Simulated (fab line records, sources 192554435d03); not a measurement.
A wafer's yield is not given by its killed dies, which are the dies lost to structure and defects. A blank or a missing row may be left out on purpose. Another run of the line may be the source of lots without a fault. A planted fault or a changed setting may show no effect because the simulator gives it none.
Chamber matching ; flow n5_finfet ; 4 sister chambers for N5_FIN_CUT_CUT_ETCH_15 on rie_si-03
The step etches Si in HBr/Cl2/O2, target depth 100 nm, bt time 10 s, time 42.4 s. 8 wafers are shown with their chamber, then 7 later ones without.

== WAFERS WITH THEIR CHAMBER ==
wafer;chamber;drypump_motor_current_A (A);oes_product_au (a.u.)
L078.3;2;5.6;1.017
L078.4;1;6.8;1.006
L078.6;1;6.8;1.002
L082.1;2;5.6;1.006
L082.2;3;5.5;0.979
L082.4;0;6.2;1.006
L084.4;3;5.4;0.975
L084.5;0;6.2;1.010

== WAFERS WITHOUT THEIR CHAMBER ==
wafer;drypump_motor_current_A (A);oes_product_au (a.u.)
L084.6;5.4;0.984
L085.1;6.2;1.000
L085.2;5.7;1.007
L085.6;6.2;1.007
L088.1;6.2;1.004
L088.3;6.8;1.001
L088.5;6.2;1.003

== THE CHAMBER EACH PASSED THROUGH ==
wafer;from the rows above;in truth
L084.6;3;3
L085.1;0;0
L085.2;2;2
L085.6;0;0
L088.1;0;0
L088.3;1;1
L088.5;0;0
7 of 7 placed correctly. Left unplaced by these rows: 0. Wrongly placed: 0.
How it was worked out, from the rows above alone: a wafer's distance from a chamber is the root of the sum, over the readings, of the square of ((its reading less the chamber's mean) divided by the reading's scatter). If the next closest chamber is less than 2 further off than the closest, the wafer can't be placed; otherwise it belongs to the closest. Each chamber's mean is taken over the wafers shown for it. The scatter: take each reading less its chamber's mean, square it, sum over the shown wafers, divide by the number of wafers less the number of chambers, and take the root.
